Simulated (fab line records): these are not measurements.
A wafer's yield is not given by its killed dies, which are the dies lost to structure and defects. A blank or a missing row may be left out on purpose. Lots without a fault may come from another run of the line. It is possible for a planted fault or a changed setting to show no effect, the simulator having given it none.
Matching of chambers	flow n5Finfet	N5_BEOL_M7_STRIP_36 on rieDiel-04 has 4 sister chambers
The step strips in N2/H2. 18 wafers are shown with their chamber, then 9 later ones without.

WAFERS PAIRED WITH THEIR CHAMBERS
wafer	chamber	showerheadPlenumPTorr (Torr)	oesProductAu (a.u.)	throttleValvePct (%)
L079.2	3	2.54	0.77	23.6
L079.4	0	2.49	0.91	23.8
L079.6	3	2.54	0.78	23.6
L078.4	3	2.54	0.77	23.6
L078.5	1	2.61	0.66	23.9
L078.6	2	2.45	0.79	24.0
L082.1	3	2.54	0.78	23.6
L082.3	2	2.45	0.78	24.0
L082.5	1	2.61	0.66	23.9
L085.1	2	2.45	0.79	24.0
L085.2	3	2.54	0.77	23.6
L085.3	1	2.61	0.66	23.9
L085.4	0	2.49	0.90	23.9
L085.5	1	2.61	0.66	23.9
L085.6	0	2.49	0.90	23.9
L086.3	2	2.44	0.79	24.0
L086.4	3	2.54	0.77	23.6
L086.5	1	2.61	0.65	23.9

SIGNATURES (averages over the wafers above)
reading	chamber 0	chamber 1	chamber 2	chamber 3	scatter within a chamber
showerheadPlenumPTorr	2.4900	2.6100	2.4475	2.5400	0.00231
oesProductAu	0.9033	0.6580	0.7875	0.7733	0.00504
throttleValvePct	23.867	23.900	24.000	23.600	0.0218
Rule: for each reading, subtract the chamber's mean from the wafer's reading, divide by that reading's scatter and square the result; add these up over the readings and take the root, which gives the wafer's distance from the chamber. The wafer belongs to the nearest chamber; if the next one is less than 2 further off, it can't be placed. How the scatter is found: for the shown wafers, subtract from each reading the mean of its chamber, square and add these, divide the total by (wafers less chambers), then take the root.

WAFERS WHOSE CHAMBER IS MISSING
wafer	showerheadPlenumPTorr (Torr)	oesProductAu (a.u.)	throttleValvePct (%)
L090.1	2.60	0.66	23.9
L090.2	2.44	0.77	24.0
L090.6	2.44	0.78	24.0
L094.1	2.48	0.87	23.9
L094.5	2.48	0.87	23.9
L094.6	2.53	0.75	23.6
L096.1	2.48	0.86	23.9
L096.2	2.53	0.74	23.6
L096.3	2.44	0.78	24.0

EACH ONE'S CHAMBER
wafer	from the rows above	in truth
L090.1	1	1
L090.2	2	2
L090.6	2	2
L094.1	0	0
L094.5	0	0
L094.6	3	3
L096.1	0	0
L096.2	3	3
L096.3	2	2
Placed correctly: 9 of 9. Left unplaced by these rows: 0. Wrongly placed: 0.
